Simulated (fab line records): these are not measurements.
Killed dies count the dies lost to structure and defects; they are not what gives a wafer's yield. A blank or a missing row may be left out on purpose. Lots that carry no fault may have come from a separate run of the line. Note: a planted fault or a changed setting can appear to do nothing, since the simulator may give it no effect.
The same fault as seen by 2 desks || flow n5-finfet || each desk holds nothing but its own numbers, with what lay behind them at the end

THE METROLOGY DESK
Lot by lot, what the gauges showed, no matter which tool ran the lot: averages of those sampled wafers that carry a number. If a lot's mean is further than 4 standard deviations from the usual mean, the lot is out of limits and carries the mark OUT (the distance appears in the brackets). Only the readings that lie furthest out on some lot appear, 7 of the 10 it has.
Columns: A = DIBL_N at N5_BEOL_M4_RC_MEAS_101, usual 35.8 mV/V; B = DIBL_P at N5_BEOL_M4_RC_MEAS_101, usual 35.3 mV/V; C = IOFF_N at N5_BEOL_M4_RC_MEAS_101, usual 0.150 nA/um; D = IOFF_P at N5_BEOL_M4_RC_MEAS_101, usual 0.194 nA/um; E = ION_N at N5_BEOL_M4_RC_MEAS_101, usual 667 uA/um; F = VT_N at N5_BEOL_M4_RC_MEAS_101, usual 251 mV; G = VT_P at N5_BEOL_M4_RC_MEAS_101, usual -252 mV
{"lot": "L949", "first seen here": "day 10 23:08", "A": 35.6, "B": 38.1, "C": 0.162, "D": 0.194, "E": 671, "F": 250, "G": -253}
{"lot": "L950", "first seen here": "day 11 04:16", "A": 36.3, "B": 35.3, "C": 0.156, "D": 0.189, "E": 673, "F": 251, "G": -250}
{"lot": "L952", "first seen here": "day 11 20:26", "A": 35.0, "B": 34.3, "C": 0.118, "D": 0.161, "E": 649, "F": 255, "G": -257}
{"lot": "L958", "first seen here": "day 13 19:43", "A": 35.8, "B": 34.2, "C": 0.149, "D": 0.188, "E": 668, "F": 251, "G": -253}
{"lot": "L962", "first seen here": "day 14 01:35", "A": 35.0, "B": 34.1, "C": 0.127, "D": 0.183, "E": 658, "F": 254, "G": -252}
{"lot": "L961", "first seen here": "day 14 01:52", "A": 36.1, "B": 36.6, "C": 0.155, "D": 0.214, "E": 668, "F": 248, "G": -249}
{"lot": "L966", "first seen here": "day 15 02:43", "A": 33.5, "B": 32.6, "C": 0.128, "D": 0.156, "E": 656, "F": 252, "G": -255}
{"lot": "L968", "first seen here": "day 15 11:44", "A": 37.0, "B": 35.5, "C": 0.168, "D": 0.218, "E": 676, "F": 249, "G": -250}
{"lot": "L969", "first seen here": "day 15 13:35", "A": 35.5, "B": 35.5, "C": 0.155, "D": 0.164, "E": 666, "F": 250, "G": -256}
This desk found nothing out of limits on any of the 9 lots.

THE TOOL OWNER'S DESK: pecvd-01
The tool's own readings at N5_PASSIVATION_PECVD_53 (deposits SiO2 from TEOS/O2, target thk 800 nm, time 169.4 s): means of the sampled wafers that have a number, for each lot that ran on this tool. If a lot's mean is further than 4 standard deviations from the usual mean, the lot is out of limits and carries the mark OUT (the distance appears in the brackets).
Columns: A = chamber-pressure-Torr at N5_PASSIVATION_PECVD_53, usual 6.503 Torr; B = run-length-s at N5_PASSIVATION_PECVD_53, usual 197.3 s
{"lot": "L952", "first seen here": "day 15 23:13", "A": 6.513, "B": 197.3}
{"lot": "L969", "first seen here": "day 20 02:32", "A": 6.513, "B": 196.9}
This desk found nothing out of limits on any of the 2 lots.

PUT TOGETHER
At the metrology desk, nothing out of limits was observed.
The tool owner's desk saw nothing out of limits.

WHAT THE SIMULATOR HAD INSERTED
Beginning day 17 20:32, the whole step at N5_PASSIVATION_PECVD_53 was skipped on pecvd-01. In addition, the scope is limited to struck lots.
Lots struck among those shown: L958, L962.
